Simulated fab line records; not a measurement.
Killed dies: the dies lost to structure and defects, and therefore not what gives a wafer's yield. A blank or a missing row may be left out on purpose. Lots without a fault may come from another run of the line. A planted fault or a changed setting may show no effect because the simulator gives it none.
Which tool was responsible? + flow nand_harc + 42 wafers from 14 lots sampled at 5 of the route's 1302 steps

## WHAT THE GAUGES SHOWED, per wafer
NHARC_A_CHANNEL_HOLE_D1_INSPECT_40.
| lot  | measured     | on                | raw_defect_count |
|------|--------------|-------------------|------------------|
| L575 | day 8 19:52  | defect_inspect-01 | 77 79 94         |
| L577 | day 9 19:07  | defect_inspect-02 | 115 105 129      |
| L578 | day 9 22:44  | defect_inspect-01 | 36 52 26         |
| L580 | day 11 07:01 | defect_inspect-02 | 102 107 73       |
| L585 | day 13 08:21 | defect_inspect-01 | 85 101 93        |
| L587 | day 13 14:23 | defect_inspect-02 | 28 72 33         |
| L586 | day 13 16:41 | defect_inspect-01 | 101 105 101      |
| L592 | day 15 14:19 | defect_inspect-01 | 52 47 59         |
| L590 | day 15 15:19 | defect_inspect-02 | 95 98 81         |
| L591 | day 15 22:40 | defect_inspect-02 | 74 50 75         |
| L593 | day 16 01:05 | defect_inspect-02 | 117 84 76        |
| L596 | day 17 16:02 | defect_inspect-01 | 44 51 53         |
| L597 | day 18 07:50 | defect_inspect-02 | 75 86 100        |
| L598 | day 18 11:49 | defect_inspect-02 | 55 73 37         |

NHARC_END_SORT_01.
| lot  | measured     | on        | defect_limited_yield (%) | killed_at_array | killed_at_other | killed_at_periphery | killed_dies | killed_open | killed_short |
|------|--------------|-----------|--------------------------|-----------------|-----------------|---------------------|-------------|-------------|--------------|
| L580 | day 26 13:35 | prober-02 | 90.0 90.8 91.6           | 61 60 55        | 1 1 1           | 6 1 1               | 68 62 57    | 5 2 4       | 2 4 3        |

## TOOL THAT RAN EACH LOT (tool first, then ch and the chambers of the sampled wafers, then the start)
| lot  | NHARC_A_CHANNEL_HOLE_D1_ETCH_26  | NHARC_A_CHANNEL_FILL_D1_ALD_14   | NHARC_A_CHANNEL_FILL_D1_ALD_15      |
|------|----------------------------------|----------------------------------|-------------------------------------|
| L575 | har_etch-02 ch 1, day 8 17:33    | ald_hk-02 ch 0,2,3, day 9 03:07  | ald_sin_batch-03 ch 0, day 9 06:10  |
| L577 | har_etch-02 ch 1, day 9 17:11    | ald_hk-02 ch 0,2,3, day 10 02:20 | ald_sin_batch-01 ch 0, day 10 05:25 |
| L578 | har_etch-01 ch 0, day 9 20:41    | ald_hk-01 ch 0,2, day 10 05:56   | ald_sin_batch-02 ch 0, day 10 09:02 |
| L580 | har_etch-02 ch 0,1, day 11 05:06 | ald_hk-02 ch 1,2, day 11 14:14   | ald_sin_batch-01 ch 0, day 11 17:21 |
| L585 | har_etch-02 ch 0, day 13 06:25   | ald_hk-02 ch 2,3, day 13 15:59   | ald_sin_batch-03 ch 0, day 13 19:06 |
| L587 | har_etch-01 ch 0,1, day 13 11:59 | ald_hk-02 ch 0,2,3, day 13 21:37 | ald_sin_batch-01 ch 0, day 14 00:40 |
| L586 | har_etch-02 ch 0,1, day 13 14:45 | ald_hk-02 ch 1,3, day 13 21:48   | ald_sin_batch-01 ch 0, day 14 00:40 |
| L592 | har_etch-01 ch 0,1, day 15 12:22 | ald_hk-01 ch 2,3, day 15 23:02   | ald_sin_batch-02 ch 0, day 16 02:09 |
| L590 | har_etch-02 ch 0,1, day 15 12:33 | ald_hk-01 ch 0,1, day 15 23:15   | ald_sin_batch-02 ch 0, day 16 02:09 |
| L591 | har_etch-01 ch 0, day 15 20:47   | ald_hk-02 ch 0,2,3, day 16 08:26 | ald_sin_batch-02 ch 0, day 16 11:31 |
| L593 | har_etch-02 ch 0,1, day 15 23:08 | ald_hk-03 ch 1,2,3, day 16 08:31 | ald_sin_batch-02 ch 0, day 16 11:31 |
| L596 | har_etch-02 ch 0,1, day 17 14:10 | ald_hk-01 ch 0,1,3, day 18 00:37 | ald_sin_batch-01 ch 0, day 18 03:43 |
| L597 | har_etch-01 ch 0,1, day 18 05:50 | ald_hk-01 ch 0,2,3, day 18 15:02 | ald_sin_batch-03 ch 0, day 18 18:10 |
| L598 | har_etch-02 ch 0,1, day 18 09:50 | ald_hk-02 ch 1,2,3, day 18 19:31 | ald_sin_batch-01 ch 0, day 18 22:34 |
- NHARC_A_CHANNEL_HOLE_D1_ETCH_26: etches the open film in C4F8/O2/Ar, time 224.1 s, target depth 300 nm.
- NHARC_A_CHANNEL_FILL_D1_ALD_14: deposits SiO2, target thk 2.5 nm, pulse time 10 s, ald cycles 25.
- NHARC_A_CHANNEL_FILL_D1_ALD_15: deposits SiNx, target thk 2 nm, pulse time 60 s, ald cycles 19.

## WHAT THE TOOLS THEMSELVES READ (means of the sampled wafers that have a number; where no wafer has one, the mark that the record gives instead)
NHARC_A_CHANNEL_HOLE_D1_ETCH_26.
| lot  | tool        | drypump_motor_current_A (A) | showerhead_plenum_p_Torr (Torr) | throttle_valve_pct (%) |
|------|-------------|-----------------------------|---------------------------------|------------------------|
| L575 | har_etch-02 | 5.4                         | 3.82                            | 24.577                 |
| L577 | har_etch-02 | 5.4                         | 3.82                            | 24.580                 |
| L578 | har_etch-01 | 5.4                         | 3.77                            | 24.589                 |
| L580 | har_etch-02 | 5.8                         | 3.80                            | 24.586                 |
| L585 | har_etch-02 | 6.5                         | 3.78                            | 24.578                 |
| L587 | har_etch-01 | 5.5                         | 3.74                            | 24.587                 |
| L586 | har_etch-02 | 6.1                         | 3.78                            | 24.589                 |
| L592 | har_etch-01 | 5.5                         | 3.72                            | 24.575                 |
| L590 | har_etch-02 | 5.8                         | 3.77                            | 24.577                 |
| L591 | har_etch-01 | 5.5                         | 3.72                            | 24.586                 |
| L593 | har_etch-02 | 6.1                         | 3.76                            | 24.582                 |
| L596 | har_etch-02 | 6.1                         | 3.75                            | 24.577                 |
| L597 | har_etch-01 | 5.6                         | 3.70                            | 24.586                 |
| L598 | har_etch-02 | 6.1                         | 3.75                            | 24.576                 |

NHARC_A_CHANNEL_FILL_D1_ALD_14.
| lot  | tool      | heater_power_w (W) | precursor_pulse_height_rel |
|------|-----------|--------------------|----------------------------|
| L575 | ald_hk-02 | 454                | 1.008                      |
| L577 | ald_hk-02 | 460                | 0.980                      |
| L578 | ald_hk-01 | 529                | 1.011                      |
| L580 | ald_hk-02 | 472                | 1.008                      |
| L585 | ald_hk-02 | 462                | 1.006                      |
| L587 | ald_hk-02 | 459                | 0.992                      |
| L586 | ald_hk-02 | 433                | 0.993                      |
| L592 | ald_hk-01 | 514                | 0.999                      |
| L590 | ald_hk-01 | 497                | 1.005                      |
| L591 | ald_hk-02 | 458                | 1.004                      |
| L593 | ald_hk-03 | 456                | 0.987                      |
| L596 | ald_hk-01 | 476                | 0.999                      |
| L597 | ald_hk-01 | 514                | 0.983                      |
| L598 | ald_hk-02 | 460                | 0.983                      |

NHARC_A_CHANNEL_FILL_D1_ALD_15.
| lot  | tool             | precursor_pulse_height_rel |
|------|------------------|----------------------------|
| L575 | ald_sin_batch-03 | 0.996                      |
| L577 | ald_sin_batch-01 | 1.007                      |
| L578 | ald_sin_batch-02 | 1.007                      |
| L580 | ald_sin_batch-01 | 0.980                      |
| L585 | ald_sin_batch-03 | 1.002                      |
| L587 | ald_sin_batch-01 | 1.001                      |
| L586 | ald_sin_batch-01 | 0.997                      |
| L592 | ald_sin_batch-02 | 1.001                      |
| L590 | ald_sin_batch-02 | 1.010                      |
| L591 | ald_sin_batch-02 | 1.002                      |
| L593 | ald_sin_batch-02 | 1.010                      |
| L596 | ald_sin_batch-01 | 0.994                      |
| L597 | ald_sin_batch-03 | 1.000                      |
| L598 | ald_sin_batch-01 | 0.969                      |

## THE ANSWER, worked out from the rows above alone
Rule: what is usual is taken from the lots themselves. Put in order of their means at a reading, lots are off if they are a third of the lots or fewer, leave a main group of 4 or more, and stand apart from it by a gap of 3 or more times the standard deviation of the main group's means; of several such gaps the widest counts. Not used: any main group whose means are identical at the precision the tables above print for the reading. Also off: a lot with no number at a reading for which 4 or more lots have one. All remaining lots with rows at the step are treated as sound. First the gauges in route order, then the tools' own readings, where a lot's mean is used as printed above. The first step at which some lot is off is used, and at that step the reading that is off furthest; a lot without a number counts as furthest.
None of the lots is off at any reading shown; this tells nothing.

## WHAT THE SIMULATOR HAD PUT IN
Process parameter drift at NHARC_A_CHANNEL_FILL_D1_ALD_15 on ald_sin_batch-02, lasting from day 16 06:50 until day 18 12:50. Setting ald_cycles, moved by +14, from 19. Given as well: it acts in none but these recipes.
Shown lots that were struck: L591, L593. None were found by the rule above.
